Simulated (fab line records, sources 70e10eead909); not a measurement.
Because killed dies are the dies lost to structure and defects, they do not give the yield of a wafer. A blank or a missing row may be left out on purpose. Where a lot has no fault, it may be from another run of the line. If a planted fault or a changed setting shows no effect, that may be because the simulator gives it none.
Matching of chambers / flow nandHarc / 3 sister chambers for NHARC_A_STAIRCASE_DEP_301 on pecvd-04
The step deposits SiON, target thk 30 nm. 6 wafers are shown with their chamber, then 7 later ones without.

EACH WAFER AND ITS CHAMBER
wafer=L083.6; chamber=2; heaterPowerOuterW (W)=366; heaterPowerW (W)=624
wafer=L084.2; chamber=0; heaterPowerOuterW (W)=457; heaterPowerW (W)=724
wafer=L084.3; chamber=1; heaterPowerOuterW (W)=438; heaterPowerW (W)=720
wafer=L084.5; chamber=0; heaterPowerOuterW (W)=462; heaterPowerW (W)=753
wafer=L087.4; chamber=1; heaterPowerOuterW (W)=403; heaterPowerW (W)=670
wafer=L087.5; chamber=2; heaterPowerOuterW (W)=357; heaterPowerW (W)=604

WAFERS MISSING THEIR CHAMBER
wafer=L087.6; heaterPowerOuterW (W)=487; heaterPowerW (W)=784
wafer=L088.1; heaterPowerOuterW (W)=513; heaterPowerW (W)=783
wafer=L088.3; heaterPowerOuterW (W)=406; heaterPowerW (W)=678
wafer=L088.4; heaterPowerOuterW (W)=439; heaterPowerW (W)=733
wafer=L095.1; heaterPowerOuterW (W)=424; heaterPowerW (W)=694
wafer=L095.2; heaterPowerOuterW (W)=387; heaterPowerW (W)=662
wafer=L095.5; heaterPowerOuterW (W)=455; heaterPowerW (W)=735

EACH ONE'S CHAMBER
wafer=L087.6; from the rows above=0; in truth=0
wafer=L088.1; from the rows above=0; in truth=0
wafer=L088.3; from the rows above=1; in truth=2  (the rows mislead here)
wafer=L088.4; from the rows above=can't be placed: 0 or 1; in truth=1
wafer=L095.1; from the rows above=1; in truth=1
wafer=L095.2; from the rows above=can't be placed: 2 or 1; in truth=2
wafer=L095.5; from the rows above=0; in truth=0
Correct placement for 4 of the 7. Not placeable from these rows: 2 (in 2, the candidates include the true chamber). Wrongly placed: 1.
How it was worked out, from the rows above alone: a wafer's distance from a chamber is the root of the sum, over the readings, of the square of ((its reading less the chamber's mean) divided by the reading's scatter). The wafer belongs to the nearest chamber; if the next one is less than 2 further off, it can't be placed. Each chamber's mean is taken over the wafers shown for it. The scatter: the root of (the sum of the squares of (reading less its chamber's mean) over the shown wafers, divided by (wafers less chambers)).
